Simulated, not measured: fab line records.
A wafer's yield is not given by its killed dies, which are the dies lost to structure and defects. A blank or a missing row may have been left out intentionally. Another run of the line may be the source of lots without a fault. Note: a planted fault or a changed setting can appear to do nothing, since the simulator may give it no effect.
Matching of chambers | flow n5 finfet | pecvd-01 running N5_BEOL_M0_SAQP_PECVD_03: 3 sister chambers
The step deposits SiCN from 3MS/NH3, target thk 12 nm, time 21.1 s. 16 wafers are shown with their chamber, then 8 later ones without.

WAFERS, EACH WITH ITS CHAMBER
wafer  | chamber | throttle valve pct (%) | showerhead plenum p Torr (Torr) | chamber pressure Torr (Torr)
L074.1 | 1       | 8.6                    | 3.674                           | 3.002
L074.4 | 2       | 8.4                    | 3.664                           | 2.984
L074.6 | 0       | 9.8                    | 3.658                           | 3.008
L075.2 | 0       | 9.7                    | 3.654                           | 3.005
L075.3 | 2       | 8.5                    | 3.656                           | 3.013
L075.4 | 2       | 8.5                    | 3.661                           | 2.999
L081.3 | 1       | 8.5                    | 3.677                           | 2.998
L081.5 | 1       | 8.4                    | 3.675                           | 3.004
L081.6 | 0       | 9.8                    | 3.659                           | 3.000
L083.2 | 1       | 8.1                    | 3.682                           | 2.991
L083.3 | 0       | 9.7                    | 3.652                           | 2.989
L083.6 | 1       | 8.7                    | 3.676                           | 2.996
L086.2 | 2       | 8.8                    | 3.659                           | 3.009
L086.3 | 0       | 9.9                    | 3.654                           | 3.007
L086.4 | 2       | 8.5                    | 3.670                           | 3.001
L087.1 | 0       | 9.7                    | 3.656                           | 2.999

SIGNATURES (averages over the wafers above)
reading                  | chamber 0 | chamber 1 | chamber 2 | scatter within a chamber
throttle valve pct       | 9.767     | 8.460     | 8.540     | 0.161
showerhead plenum p Torr | 3.65550   | 3.67680   | 3.66200   | 0.00381
chamber pressure Torr    | 3.00133   | 2.99820   | 3.00120   | 0.00811
Rule: for each reading, subtract the chamber's mean from the wafer's reading, divide by that reading's scatter and square the result; add these up over the readings and take the root, which gives the wafer's distance from the chamber. The wafer belongs to the nearest chamber; if the next one is less than 2 further off, it can't be placed. How the scatter is found: for the shown wafers, subtract from each reading the mean of its chamber, square and add these, divide the total by (wafers less chambers), then take the root.

WAFERS WITH NO CHAMBER GIVEN
wafer  | throttle valve pct (%) | showerhead plenum p Torr (Torr) | chamber pressure Torr (Torr)
L087.2 | 8.3                    | 3.664                           | 2.988
L087.6 | 8.5                    | 3.674                           | 3.006
L088.2 | 8.5                    | 3.669                           | 2.999
L088.5 | 9.6                    | 3.652                           | 3.020
L088.6 | 8.4                    | 3.678                           | 3.006
L097.4 | 8.7                    | 3.660                           | 3.007
L097.5 | 8.4                    | 3.676                           | 3.001
L097.6 | 9.7                    | 3.646                           | 3.009

WHICH CHAMBER EACH ONE RAN IN
wafer  | from the rows above     | in truth
L087.2 | can't be placed: 2 or 1 | 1
L087.6 | can't be placed: 1 or 2 | 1
L088.2 | can't be placed: 2 or 1 | 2
L088.5 | 0                       | 0
L088.6 | 1                       | 1
L097.4 | 2                       | 2
L097.5 | 1                       | 1
L097.6 | 0                       | 0
Correctly placed: 5 of 8. Unplaceable from these rows: 3, with the true chamber sitting among the candidates in 3. 0 placed wrongly.
